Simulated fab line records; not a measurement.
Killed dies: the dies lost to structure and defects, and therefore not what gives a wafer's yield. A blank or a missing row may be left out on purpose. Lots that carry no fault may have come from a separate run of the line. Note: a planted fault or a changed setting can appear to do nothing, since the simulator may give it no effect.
Matching of chambers :: flow nand harc :: NHARC_A_CONTACT_ETCH_102 on rie diel-12: 4 sister chambers
The step etches the open film in CF4/O2, target depth 70 nm, overetch 7 nm, time 38.5 s. 4 wafers are shown with their chamber, then 12 later ones without.

## EACH WAFER AND ITS CHAMBER
wafer: L089.1
chamber: 3
showerhead plenum p Torr (Torr): 1.39

wafer: L089.5
chamber: 1
showerhead plenum p Torr (Torr): 1.38

wafer: L093.2
chamber: 2
showerhead plenum p Torr (Torr): 1.42

wafer: L093.6
chamber: 0
showerhead plenum p Torr (Torr): 1.32

## WAFERS MISSING THEIR CHAMBER
wafer: L088.3
showerhead plenum p Torr (Torr): 1.42

wafer: L088.4
showerhead plenum p Torr (Torr): 1.32

wafer: L088.6
showerhead plenum p Torr (Torr): 1.38

wafer: L090.1
showerhead plenum p Torr (Torr): 1.38

wafer: L090.2
showerhead plenum p Torr (Torr): 1.42

wafer: L090.3
showerhead plenum p Torr (Torr): 1.32

wafer: L094.1
showerhead plenum p Torr (Torr): 1.38

wafer: L094.2
showerhead plenum p Torr (Torr): 1.39

wafer: L094.5
showerhead plenum p Torr (Torr): 1.32

wafer: L095.2
showerhead plenum p Torr (Torr): 1.31

wafer: L095.4
showerhead plenum p Torr (Torr): 1.39

wafer: L095.6
showerhead plenum p Torr (Torr): 1.42

## EACH ONE'S CHAMBER
wafer: L088.3
from the rows above: 2
in truth: 2

wafer: L088.4
from the rows above: 0
in truth: 0

wafer: L088.6
from the rows above: 1
in truth: 1

wafer: L090.1
from the rows above: 1
in truth: 1

wafer: L090.2
from the rows above: 2
in truth: 2

wafer: L090.3
from the rows above: 0
in truth: 0

wafer: L094.1
from the rows above: 1
in truth: 1

wafer: L094.2
from the rows above: 3
in truth: 3

wafer: L094.5
from the rows above: 0
in truth: 0

wafer: L095.2
from the rows above: 0
in truth: 0

wafer: L095.4
from the rows above: 3
in truth: 3

wafer: L095.6
from the rows above: 2
in truth: 2
Placed correctly: 12 of 12. Number that these rows cannot place: 0. Wrongly placed: 0.
How it was worked out, from the rows above alone: a wafer's distance from a chamber is the root of the sum, over the readings, of the square of ((its reading less the chamber's mean) divided by the reading's scatter). If the next closest chamber is less than 2 further off than the closest, the wafer can't be placed; otherwise it belongs to the closest. A chamber's mean is the mean of its shown wafers. The scatter (one wafer shown for each chamber): square how far every hidden wafer sits from the nearest shown wafer, average those squares and take the square root.
